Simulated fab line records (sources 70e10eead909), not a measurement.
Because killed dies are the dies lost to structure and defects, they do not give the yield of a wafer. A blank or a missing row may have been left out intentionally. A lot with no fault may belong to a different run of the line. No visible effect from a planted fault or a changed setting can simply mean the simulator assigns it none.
Matching of chambers	flow nand-harc	cmp-03 running NHARC_P_CONTACT_CMP_01: 4 sister chambers
The step polishes SiO2, target thk 200 nm. 8 wafers are shown with their chamber, then 8 later ones without.

## WAFERS PAIRED WITH THEIR CHAMBERS
wafer	chamber	motor-current-A (A)
L082.5	3	10.9
L085.2	3	11.3
L085.4	2	11.7
L085.6	2	11.2
L086.3	1	13.4
L086.5	1	13.9
L086.6	0	14.0
L088.1	0	13.7

## WAFERS WITH NO CHAMBER GIVEN
wafer	motor-current-A (A)
L088.5	11.9
L088.6	11.6
L090.2	11.2
L090.3	13.5
L090.4	13.4
L096.3	11.7
L096.4	11.8
L096.5	11.5

## EACH ONE'S CHAMBER
wafer	from the rows above	in truth
L088.5	can't be placed: 2 or 3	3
L088.6	can't be placed: 2 or 3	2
L090.2	can't be placed: 3 or 2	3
L090.3	can't be placed: 1 or 0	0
L090.4	can't be placed: 1 or 0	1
L096.3	can't be placed: 2 or 3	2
L096.4	can't be placed: 2 or 3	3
L096.5	can't be placed: 2 or 3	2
Correct placement for 0 of the 8. Can't be placed from these rows: 8 (the true chamber is among the candidates in 8). Placed wrongly: 0.
How it was worked out, from the rows above alone: a wafer's distance from a chamber is the root of the sum, over the readings, of the square of ((its reading less the chamber's mean) divided by the reading's scatter). The wafer belongs to the nearest chamber; if the next one is less than 2 further off, it can't be placed. A chamber's mean is the mean of its shown wafers. The scatter: the root of (the sum of the squares of (reading less its chamber's mean) over the shown wafers, divided by (wafers less chambers)).
